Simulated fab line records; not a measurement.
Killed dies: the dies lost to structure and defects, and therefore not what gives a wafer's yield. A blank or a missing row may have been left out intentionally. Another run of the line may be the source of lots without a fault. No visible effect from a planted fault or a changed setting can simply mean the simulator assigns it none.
Lot-split experiment / flow n5 finfet / route with 1938 steps; 7 lots, 21 wafers read

== ABOUT THE SPLIT ==
At N5_BEOL_M2_DESCUM_33 (chemistry O2, time 7 s), the setting time s was moved away from the recipe's 7 s on 7 of the 21 wafers read, by -22.1% to +9.4%. This setting was run at the recipe's value on the other wafers.

No step appears in the file between the split and the reading.

== THE READING ==
CAR-EUV_of_BEOL_M2_COAT_22.thk nm (the simulator's own value, which no gauge read), in nm, at N5_BEOL_M2_ETCH_77 (etches underlayer in N2/H2, target depth 6.5 nm, time 5.2 s). There is no usual value for it anywhere in the file. Here, 14 wafers ran the recipe; their average is 20.4 nm with a standard deviation of 0.11 nm.

wafer=L075.2; tool, chamber at the split=rie diel-05, 3; time s as run, s=5.767; against the recipe=-17.6%; CAR-EUV_of_BEOL_M2_COAT_22.thk nm, nm=21; against lot-mates on the recipe=+0.6
wafer=L075.3; tool, chamber at the split=rie diel-05, 2,1; time s as run, s=7; against the recipe=recipe; CAR-EUV_of_BEOL_M2_COAT_22.thk nm, nm=20.4; against lot-mates on the recipe=-
wafer=L075.5; tool, chamber at the split=rie diel-05, 2,1; time s as run, s=7; against the recipe=recipe; CAR-EUV_of_BEOL_M2_COAT_22.thk nm, nm=20.4; against lot-mates on the recipe=-
wafer=L080.1; tool, chamber at the split=rie diel-04, 3,2,3; time s as run, s=7; against the recipe=recipe; CAR-EUV_of_BEOL_M2_COAT_22.thk nm, nm=20.4; against lot-mates on the recipe=-
wafer=L080.3; tool, chamber at the split=rie diel-04, 3,2,3; time s as run, s=7; against the recipe=recipe; CAR-EUV_of_BEOL_M2_COAT_22.thk nm, nm=20.6; against lot-mates on the recipe=-
wafer=L080.5; tool, chamber at the split=rie diel-04, 3,2,3; time s as run, s=7; against the recipe=recipe; CAR-EUV_of_BEOL_M2_COAT_22.thk nm, nm=20.4; against lot-mates on the recipe=-
wafer=L084.1; tool, chamber at the split=rie diel-01, 2; time s as run, s=7; against the recipe=recipe; CAR-EUV_of_BEOL_M2_COAT_22.thk nm, nm=20.4; against lot-mates on the recipe=-
wafer=L084.4; tool, chamber at the split=rie diel-01, 3,2; time s as run, s=7; against the recipe=recipe; CAR-EUV_of_BEOL_M2_COAT_22.thk nm, nm=20.2; against lot-mates on the recipe=-
wafer=L084.5; tool, chamber at the split=rie diel-01, 3,2; time s as run, s=7; against the recipe=recipe; CAR-EUV_of_BEOL_M2_COAT_22.thk nm, nm=20.2; against lot-mates on the recipe=-
wafer=L091.1; tool, chamber at the split=rie diel-01, 2,0; time s as run, s=7; against the recipe=recipe; CAR-EUV_of_BEOL_M2_COAT_22.thk nm, nm=20.4; against lot-mates on the recipe=-
wafer=L091.3; tool, chamber at the split=rie diel-01, 2,0; time s as run, s=7; against the recipe=recipe; CAR-EUV_of_BEOL_M2_COAT_22.thk nm, nm=20.4; against lot-mates on the recipe=-
wafer=L091.5; tool, chamber at the split=rie diel-01, 2; time s as run, s=6.558; against the recipe=-6.3%; CAR-EUV_of_BEOL_M2_COAT_22.thk nm, nm=20.6; against lot-mates on the recipe=+0.2
wafer=L095.2; tool, chamber at the split=rie diel-01, 2; time s as run, s=5.452; against the recipe=-22.1%; CAR-EUV_of_BEOL_M2_COAT_22.thk nm, nm=21.2; against lot-mates on the recipe=+0.8
wafer=L095.3; tool, chamber at the split=rie diel-01, 0; time s as run, s=7; against the recipe=recipe; CAR-EUV_of_BEOL_M2_COAT_22.thk nm, nm=20.4; against lot-mates on the recipe=-
wafer=L095.4; tool, chamber at the split=rie diel-01, 1; time s as run, s=5.452; against the recipe=-22.1%; CAR-EUV_of_BEOL_M2_COAT_22.thk nm, nm=21.2; against lot-mates on the recipe=+0.8
wafer=L096.1; tool, chamber at the split=rie diel-01, 3,2; time s as run, s=7; against the recipe=recipe; CAR-EUV_of_BEOL_M2_COAT_22.thk nm, nm=20.4; against lot-mates on the recipe=-
wafer=L096.4; tool, chamber at the split=rie diel-01, 3,2; time s as run, s=7; against the recipe=recipe; CAR-EUV_of_BEOL_M2_COAT_22.thk nm, nm=20.6; against lot-mates on the recipe=-
wafer=L096.5; tool, chamber at the split=rie diel-01, 3; time s as run, s=6.211; against the recipe=-11.3%; CAR-EUV_of_BEOL_M2_COAT_22.thk nm, nm=20.8; against lot-mates on the recipe=+0.3
wafer=L097.1; tool, chamber at the split=rie diel-05, 0; time s as run, s=7.659; against the recipe=+9.4%; CAR-EUV_of_BEOL_M2_COAT_22.thk nm, nm=20; against lot-mates on the recipe=-0.4
wafer=L097.2; tool, chamber at the split=rie diel-05, 1; time s as run, s=7.659; against the recipe=+9.4%; CAR-EUV_of_BEOL_M2_COAT_22.thk nm, nm=20.4; against lot-mates on the recipe=+0.0
wafer=L097.6; tool, chamber at the split=rie diel-05, 2; time s as run, s=7; against the recipe=recipe; CAR-EUV_of_BEOL_M2_COAT_22.thk nm, nm=20.4; against lot-mates on the recipe=-
Rows listing several chambers each stand for several wafers; the file does not say which wafer went through which chamber.

FIT RESULTS
A straight line over all 21 wafers: CAR-EUV_of_BEOL_M2_COAT_22.thk nm changes by -0.0333 nm for each +1% of time s; r = -0.93; the points scatter about the line by 0.12 nm.
The same after taking each lot's own level away (the mean of its wafers on the recipe; 21 wafers): -0.0327 nm for each +1%; r = -0.94; scatter 0.1 nm.
According to that fit, moving time s by its largest amount changes the reading by 0.72 nm.
Measured against the standard deviation above, the lots' own levels, which go from 20.27 to 20.50 nm, span 2.2 times it.
The two slopes are in agreement: the lot-to-lot level therefore moves the slope only a little.
Check: for one of the wafers moved furthest among these (-22.1%), held out of the fit, the line's prediction against its lot-mates is +0.713 nm. Against them it came out at +0.8 nm.

== THE OTHER SPLITS THESE WAFERS WENT THROUGH ==
Note: prior to the reading, these wafers also went through further splits. Each is held against what the fit with the lots' levels taken away leaves over:
other split on the same wafers=N5_MOL_CONTACT_COAG_EXPOSE_81 dose mj; wafers away from the commonest value=4; r with CAR-EUV_of_BEOL_M2_COAT_22.thk nm (lot level and that fit taken away)=+0.40
other split on the same wafers=N5_MOL_CONTACT_COAG_CVD_140 target thk a; wafers away from the commonest value=6; r with CAR-EUV_of_BEOL_M2_COAT_22.thk nm (lot level and that fit taken away)=-0.21
other split on the same wafers=N5_BEOL_M0_SAQP_HM_DEP_02 target thk a; wafers away from the commonest value=9; r with CAR-EUV_of_BEOL_M2_COAT_22.thk nm (lot level and that fit taken away)=+0.06
other split on the same wafers=N5_BEOL_M0_SAQP_ETCH_107 bias w; wafers away from the commonest value=6; r with CAR-EUV_of_BEOL_M2_COAT_22.thk nm (lot level and that fit taken away)=+0.10
other split on the same wafers=N5_BEOL_M0_SAQP_SPACER2_ALD_26 target thk a; wafers away from the commonest value=6; r with CAR-EUV_of_BEOL_M2_COAT_22.thk nm (lot level and that fit taken away)=+0.11
other split on the same wafers=N5_BEOL_M0_CUTY_COAT_51 spin rpm; wafers away from the commonest value=8; r with CAR-EUV_of_BEOL_M2_COAT_22.thk nm (lot level and that fit taken away)=-0.15
other split on the same wafers=N5_BEOL_M0_CUTY_DESCUM_61 time s; wafers away from the commonest value=5; r with CAR-EUV_of_BEOL_M2_COAT_22.thk nm (lot level and that fit taken away)=-0.05
other split on the same wafers=N5_BEOL_M2_COAT_76 spin rpm; wafers away from the commonest value=7; r with CAR-EUV_of_BEOL_M2_COAT_22.thk nm (lot level and that fit taken away)=+0.41

== THE WHOLE CHAIN: every reading that the file lists as answering this split, in the file's order ==
step=N5_BEOL_M2_DESCUM_33; what it does=chemistry O2, time 7 s; reading=CAR-EUV_of_BEOL_M2_COAT_22.thk nm (the simulator's own value, which no gauge read); change (the file's fit)=-0.034 nm for each +1% of the setting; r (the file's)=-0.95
step=N5_BEOL_M2_ETCH_77; what it does=etches underlayer in N2/H2, target depth 6.5 nm, time 5.2 s; reading=CAR-EUV_of_BEOL_M2_COAT_22.thk nm (the simulator's own value, which no gauge read); change (the file's fit)=-0.033 nm for each +1% of the setting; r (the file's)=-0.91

== THE FILE'S OWN FIT ==
CAR-EUV_of_BEOL_M2_COAT_22.thk nm changes by -0.033 nm for each +1% of time s, r = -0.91.
